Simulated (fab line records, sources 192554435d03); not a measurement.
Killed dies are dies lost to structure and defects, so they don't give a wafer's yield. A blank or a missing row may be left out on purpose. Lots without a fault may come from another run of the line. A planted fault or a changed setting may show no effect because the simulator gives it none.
Split-lot experiment | flow n5_finfet | 7 lots, 39 wafers read, on a route of 1938 steps

THE SPLIT
At N5_WELL_APT_IMPLANT_32, the setting energy_kev was moved away from the recipe's 50 on 9 of the 39 wafers read, by -11.3% to +13.2%. The other wafers ran this setting at the recipe's value.

The reading is taken at the split's own step.

THE READING
implant.drp_nm (the simulator's own value, which no gauge read), in nm, at N5_WELL_APT_IMPLANT_32. The file gives no usual value for it.

wafer  | tool, chamber at the split | energy_kev as run | against the recipe | implant.drp_nm, nm | against lot-mates on the recipe
L076.1 | implanter-02, 0            | 50                | recipe             | 18.55              | -
L076.2 | implanter-02, 0            | 50                | recipe             | 18.55              | -
L076.3 | implanter-02, 0            | 50                | recipe             | 18.55              | -
L076.4 | implanter-02, 0            | 50                | recipe             | 18.55              | -
L076.5 | implanter-02, 0            | 50                | recipe             | 18.55              | -
L076.6 | implanter-02, 0            | 50                | recipe             | 18.55              | -
L082.3 | implanter-01, 0            | 50                | recipe             | 18.55              | -
L082.4 | implanter-01, 0            | 50                | recipe             | 18.55              | -
L082.5 | implanter-01, 0            | 50                | recipe             | 18.55              | -
L083.1 | implanter-01, 0            | 56.61             | +13.2%             | 20.31              | +1.76
L083.2 | implanter-01, 0            | 56.61             | +13.2%             | 20.31              | +1.76
L083.4 | implanter-01, 0            | 56.61             | +13.2%             | 20.31              | +1.76
L083.3 | implanter-01, 0            | 50                | recipe             | 18.55              | -
L083.5 | implanter-01, 0            | 50                | recipe             | 18.55              | -
L083.6 | implanter-01, 0            | 50                | recipe             | 18.55              | -
L087.1 | implanter-01, 0            | 50                | recipe             | 18.55              | -
L087.3 | implanter-01, 0            | 50                | recipe             | 18.55              | -
L087.4 | implanter-01, 0            | 50                | recipe             | 18.55              | -
L087.2 | implanter-01, 0            | 44.33             | -11.3%             | 17.04              | -1.51
L087.5 | implanter-01, 0            | 44.33             | -11.3%             | 17.04              | -1.51
L087.6 | implanter-01, 0            | 44.33             | -11.3%             | 17.04              | -1.51
L089.1 | implanter-02, 0            | 55.36             | +10.7%             | 19.98              | +1.43
L089.2 | implanter-02, 0            | 55.36             | +10.7%             | 19.98              | +1.43
L089.4 | implanter-02, 0            | 55.36             | +10.7%             | 19.98              | +1.43
L089.3 | implanter-02, 0            | 50                | recipe             | 18.55              | -
L089.5 | implanter-02, 0            | 50                | recipe             | 18.55              | -
L089.6 | implanter-02, 0            | 50                | recipe             | 18.55              | -
L090.1 | implanter-02, 0            | 50                | recipe             | 18.55              | -
L090.2 | implanter-02, 0            | 50                | recipe             | 18.55              | -
L090.3 | implanter-02, 0            | 50                | recipe             | 18.55              | -
L090.4 | implanter-02, 0            | 50                | recipe             | 18.55              | -
L090.5 | implanter-02, 0            | 50                | recipe             | 18.55              | -
L090.6 | implanter-02, 0            | 50                | recipe             | 18.55              | -
L096.1 | implanter-01, 0            | 50                | recipe             | 18.55              | -
L096.2 | implanter-01, 0            | 50                | recipe             | 18.55              | -
L096.3 | implanter-01, 0            | 50                | recipe             | 18.55              | -
L096.4 | implanter-01, 0            | 50                | recipe             | 18.55              | -
L096.5 | implanter-01, 0            | 50                | recipe             | 18.55              | -
L096.6 | implanter-01, 0            | 50                | recipe             | 18.55              | -

THE FIT
A straight line over all 39 wafers: implant.drp_nm changes by +0.133 nm for each +1% of energy_kev; r = +1.00; the points scatter about the line by 0.00065 nm.
The same after taking each lot's own level away (the mean of its wafers on the recipe; 39 wafers): +0.133 nm for each +1%; r = +1.00; scatter 0.00065 nm.
On that fit, the largest move of energy_kev shifts the reading by 1.8 nm.
The lots' own levels span 18.550 to 18.550 nm.
So the lot-to-lot level changes the slope little: the two slopes agree.
Check: with one of the wafers moved furthest among these (+13.2%) left out of the fit, the line predicts +1.76 nm for it against its lot-mates. It came out at +1.76 nm against them.

THE WHOLE CHAIN: every reading that the file lists as answering this split, in the file's order
step                   | what it does | reading                                                         | change (the file's fit)               | r (the file's)
N5_WELL_APT_IMPLANT_32 |              | implant.rp_nm (the simulator's own value, which no gauge read)  | +0.378 nm for each +1% of the setting | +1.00
N5_WELL_APT_IMPLANT_32 |              | implant.drp_nm (the simulator's own value, which no gauge read) | +0.133 nm for each +1% of the setting | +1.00

THE FILE'S OWN FIT
implant.drp_nm changes by +0.133 nm for each +1% of energy_kev, r = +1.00.
